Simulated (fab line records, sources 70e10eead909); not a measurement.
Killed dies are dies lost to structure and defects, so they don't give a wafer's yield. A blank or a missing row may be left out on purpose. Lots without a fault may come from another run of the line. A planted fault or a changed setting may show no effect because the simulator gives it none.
A struck lot beside a sound one | flow nand_harc | 17 steps out of a route of 1159
Sound: wafers L177.1, L177.2, L177.5. Struck: wafers L183.1, L183.5. The cause comes at the end.
At each step with rows: each side's tool, then ch and its chambers, then its first start. Under that, the readings that differ: sound wafers | struck wafers | difference of the means | sigmas: that difference in standard deviations of wafers without a fault.
alike: readings whose means differ by less than 2 such deviations, and words and numbers that are the same on both sides. not compared: withheld readings, readings that some wafer has no value for, bounds like >300 that may hide the same value, and numbers for which the record gives no deviation and whose values overlap.
The two part at a step that has a row with sigmas, a row that says differs or no value, or rows on one side only. Numbers that don't overlap but have no deviation are shown without sigmas and don't part them. A reading that every wafer of one side lacks parts them only if that side has two wafers or more.

NHARC_A_M1_INSPECT_11:
  sound on defect_inspect-02, day 17 22:15; struck on defect_inspect-01, day 19 18:04
  alike: raw_defect_count
NHARC_A_M1_DESCUM_14: chemistry O2, time 3 s.
  sound on rie_diel-08 ch 0,1,3, day 17 22:19; struck on rie_diel-04 ch 0,2, day 19 18:10
  alike: drypump_motor_current_A, mfc_ar_sccm, oes_product_au, rf_vpp_V, showerhead_plenum_p_Torr, throttle_valve_pct
  not compared: rf_hours_counter_h
NHARC_A_M1_ETCH_35: etches the open film in N2/H2, target depth 40 nm, overetch 12 nm, time 43.94 s.
  sound on rie_diel-08 ch 1,3, day 17 22:25; struck on rie_diel-04 ch 1,3, day 19 18:14
  alike: drypump_motor_current_A, mfc_ar_sccm, n2_flow_sccm, oes_product_au, rf_vpp_V, showerhead_plenum_p_Torr, throttle_valve_pct
  not compared: rf_hours_counter_h
then, 1 step without rows for these wafers: NHARC_A_M1_ETCH_15 (etches the open film in C4F8/Ar, target depth 182.5 nm, time 91.2 s).
NHARC_A_M1_CD_MEAS_16:
  sound on cd_sem-01, day 17 22:40; struck on cd_sem-03, day 19 18:26
  alike: cd_nm
then, 1 step without rows for these wafers: NHARC_A_M1_STRIP_18 (strips in N2/H2).
NHARC_A_M1_ETCH_28: etches the open film in CF4/N2, target depth 30 nm, time 72.99 s.
  sound on rie_diel-04 ch 1,3; struck on rie_diel-08 ch 0,1
  alike: drypump_motor_current_A, mfc_ar_sccm, n2_flow_sccm, oes_product_au, rf_vpp_V, showerhead_plenum_p_Torr, throttle_valve_pct
  not compared: rf_hours_counter_h
then, 1 step without rows for these wafers: NHARC_A_M1_STRIP_19 (strips in post etch residue remover, time 600 s).
NHARC_A_M1_DEGAS_29: time 60 s.
  sound on pvd_sputter-03, day 17 23:22; struck on pvd_sputter-01, day 19 19:09
  alike: heater_power_w
then, 2 steps without rows for these wafers: NHARC_A_M1_PRE_CLEAN_30 (time 30 s); NHARC_A_M1_PVD_20 (deposits TaN, target thk 5 nm, time 8.06 s).
NHARC_A_M1_PVD_21: deposits Cu, target thk 30 nm, time 20.49 s.
  sound on pvd_sputter-03; struck on pvd_sputter-01
  alike: throttle_valve_pct
NHARC_A_M1_ECD_22: material Cu, target thk 400 nm.
  sound on ecd_cu-02 ch 0,1, day 17 23:44; struck on ecd_cu-02 ch 0,1, day 19 19:34
then, 1 step without rows for these wafers: NHARC_A_M1_ANNEAL_31 (time 90 s).
NHARC_A_M1_CMP_23: polishes, t overpolish 20 s, target thk 154.34 nm.
  sound on cmp-03 ch 0,1,3, day 18 00:31; struck on cmp-03 ch 0,1, day 19 20:17
  reading                | sound          | struck    | difference | sigmas
  time_to_endpoint_s (s) | 27.1 26.4 29.4 | 14.5 14.7 | -13.0      | -5
  alike: motor_current_A
NHARC_A_M1_THK_MEAS_24: measures by xrf.
  sound on film_metro-01, day 18 00:46; struck on film_metro-01, day 19 20:35
  alike: thk_nm
then, 1 step without rows for these wafers: NHARC_END_SORT_01.

WHERE THEY PART
Only at NHARC_A_M1_CMP_23, within this record. Later steps at which nothing parts them and some readings are alike: NHARC_A_M1_THK_MEAS_24.

WHY: what the simulator had put in
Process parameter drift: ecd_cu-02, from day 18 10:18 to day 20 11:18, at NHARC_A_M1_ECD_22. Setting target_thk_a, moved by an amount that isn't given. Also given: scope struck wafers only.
